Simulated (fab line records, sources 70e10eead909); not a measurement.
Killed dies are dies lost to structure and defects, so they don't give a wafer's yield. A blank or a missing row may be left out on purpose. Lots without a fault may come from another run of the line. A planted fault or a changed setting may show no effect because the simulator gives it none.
A struck lot beside a sound one | flow nand_harc | 15 steps out of a route of 1302
Sound: wafers L178.3, L178.4, L178.6. Struck: wafers L164.3, L164.5, L164.6. The cause comes at the end.
At each step with rows: each side's tool, then ch and its chambers, then its first start. Under that, the readings that differ: sound wafers | struck wafers | difference of the means | sigmas: that difference in standard deviations of wafers without a fault.
alike: readings whose means differ by less than 2 such deviations, and words and numbers that are the same on both sides. not compared: withheld readings, readings that some wafer has no value for, bounds like >300 that may hide the same value, and numbers for which the record gives no deviation and whose values overlap.
The two part at a step that has a row with sigmas, a row that says differs or no value, or rows on one side only. Numbers that don't overlap but have no deviation are shown without sigmas and don't part them. A reading that every wafer of one side lacks parts them only if that side has two wafers or more.

first, 3 steps without rows for these wafers: NHARC_A_BLC_EXPOSE_07 (exposes mask A BLC, target cd 100 nm); NHARC_A_BLC_PEB_08 (peb time 65 s); NHARC_A_BLC_DEVELOP_09 (develop time 35 s).
NHARC_A_BLC_CD_MEAS_10: target cd 100 nm.
  sound on cd_sem-01 ch 0, day 31 16:05; struck on cd_sem-01 ch 0, day 26 02:08
  alike: cd_nm
NHARC_A_BLC_OVL_MEAS_11:
  sound on overlay-01, day 31 16:10; struck on overlay-02, day 26 02:13
  alike: overlay_x_nm, overlay_y_nm
NHARC_A_BLC_INSPECT_12:
  sound on defect_inspect-01, day 31 16:12; struck on defect_inspect-02, day 26 02:15
  alike: raw_defect_count
NHARC_A_BLC_DESCUM_15: chemistry O2, time 3 s.
  sound on rie_diel-04 ch 0,2, day 31 16:16; struck on rie_diel-06 ch 1,2,3, day 26 02:20
  alike: drypump_motor_current_A, oes_product_au, rf_vpp_V, showerhead_plenum_p_Torr, throttle_valve_pct
  not compared: rf_hours_counter_h
NHARC_A_BLC_ETCH_16: etches the open film in CF4, target depth 39 nm, time 65 s.
  sound on rie_diel-04 ch 0,1,3, day 31 16:22; struck on rie_diel-06 ch 0,2,3, day 26 02:25
  alike: drypump_motor_current_A, oes_product_au, rf_fwd_power_W, rf_vpp_V, showerhead_plenum_p_Torr, throttle_valve_pct
  not compared: rf_hours_counter_h
NHARC_A_BLC_ETCH_17: etches the open film in N2/H2, target depth 390 nm, time 609.38 s.
  sound on rie_diel-04 ch 1,2,3; struck on rie_diel-06 ch 0,1,3
  alike: drypump_motor_current_A, oes_product_au, rf_fwd_power_W, rf_vpp_V, showerhead_plenum_p_Torr, throttle_valve_pct
  not compared: rf_hours_counter_h
NHARC_A_BLC_ETCH_18: etches the open film in C4F8/O2/Ar, target depth 910 nm.
  sound on rie_diel-04 ch 1,3; struck on rie_diel-06 ch 1,2
  alike: oes_product_au, rf_fwd_power_W, rf_vpp_V
  not compared: rf_hours_counter_h
NHARC_A_BLC_CD_MEAS_19:
  sound on cd_sem-03, day 31 17:14; struck on cd_sem-01, day 26 03:17
  alike: cd_nm
NHARC_A_BLC_STRIP_29: strips in CF4.
  sound on rie_diel-06 ch 0,3, day 31 17:18; struck on rie_diel-04 ch 1,2, day 26 03:23
  reading               | sound             | struck            | difference | sigmas
  oes_product_au (a.u.) | 1.042 1.019 1.033 | 0.998 1.000 1.004 | -0.031     | -3
  alike: cf4_flow_sccm, drypump_motor_current_A, rf_vpp_V, showerhead_plenum_p_Torr, throttle_valve_pct
  not compared: rf_hours_counter_h
NHARC_A_BLC_STRIP_21: strips in O2.
  sound on rie_diel-06 ch 0,1,2, day 31 17:25; struck on rie_diel-04 ch 1,2, day 26 03:30
  no value came back on the struck wafers for any of 7 readings (bias_w (W), chamber_pressure_mTorr (mTorr) and others); on the sound wafers bias_w (W) reads 0 0 0
  not compared: rf_hours_counter_h
then, 1 step without rows for these wafers: NHARC_A_BLC_STRIP_22 (strips in post etch residue remover, time 600 s).
NHARC_END_SORT_01:
  the record has rows for the struck wafers here (prober-01 ch 0, day 28 00:59) and none for the sound ones

WHERE THEY PART
First at NHARC_A_BLC_STRIP_29; last, within this record, at NHARC_END_SORT_01.

WHY: what the simulator had put in
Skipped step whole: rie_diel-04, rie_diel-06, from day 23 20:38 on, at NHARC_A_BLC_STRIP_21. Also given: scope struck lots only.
